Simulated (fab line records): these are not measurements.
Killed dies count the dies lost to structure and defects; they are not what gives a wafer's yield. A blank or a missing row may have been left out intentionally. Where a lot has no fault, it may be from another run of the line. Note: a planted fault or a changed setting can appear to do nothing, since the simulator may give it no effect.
Matching of chambers ; flow n5-finfet ; 4 sister chambers for N5_BEOL_M6_DESCUM_16 on rie-diel-03
The step chemistry O2, time 7.9 s. 16 wafers are shown with their chamber, then 8 later ones without.

## WAFERS WITH THEIR CHAMBER
wafer;chamber;drypump-motor-current-A (A);showerhead-plenum-p-Torr (Torr);throttle-valve-pct (%)
L076.2;3;6.0;2.09;20.14
L076.3;0;5.5;2.21;19.98
L076.5;3;6.0;2.09;20.15
L079.3;3;6.0;2.08;20.16
L079.4;2;5.6;2.13;20.03
L079.5;0;5.5;2.21;20.00
L081.2;2;5.6;2.13;20.04
L081.4;0;5.5;2.21;20.01
L081.5;1;6.1;2.13;20.18
L085.1;2;5.6;2.12;20.05
L085.2;0;5.4;2.21;20.00
L085.6;2;5.6;2.12;20.07
L083.1;0;5.4;2.21;20.01
L083.3;3;6.0;2.08;20.17
L083.4;1;6.1;2.13;20.21
L087.3;3;6.0;2.08;20.18

SIGNATURES (means of the wafers above)
reading;chamber 0;chamber 1;chamber 2;chamber 3;scatter within a chamber
drypump-motor-current-A;5.460;6.100;5.600;6.000;0.0316
showerhead-plenum-p-Torr;2.2100;2.1300;2.1250;2.0840;0.00428
throttle-valve-pct;20.0000;20.1950;20.0475;20.1600;0.0156
Rule: for each reading, subtract the chamber's mean from the wafer's reading, divide by that reading's scatter and square the result; add these up over the readings and take the root, which gives the wafer's distance from the chamber. The wafer belongs to the nearest chamber; if the next one is less than 2 further off, it can't be placed. The scatter: the root of (the sum of the squares of (reading less its chamber's mean) over the shown wafers, divided by (wafers less chambers)).

## WAFERS MISSING THEIR CHAMBER
wafer;drypump-motor-current-A (A);showerhead-plenum-p-Torr (Torr);throttle-valve-pct (%)
L087.4;5.6;2.12;20.05
L087.5;6.0;2.08;20.17
L086.3;5.6;2.12;20.06
L086.4;6.0;2.08;20.18
L086.5;6.1;2.13;20.23
L097.2;6.0;2.07;20.20
L097.4;6.1;2.12;20.25
L097.5;5.6;2.11;20.10

## WHICH CHAMBER EACH ONE RAN IN
wafer;from the rows above;in truth
L087.4;2;2
L087.5;3;3
L086.3;2;2
L086.4;3;3
L086.5;1;1
L097.2;3;3
L097.4;1;1
L097.5;2;2
Correctly placed: 8 of 8. Left unplaced by these rows: 0. 0 placed wrongly.
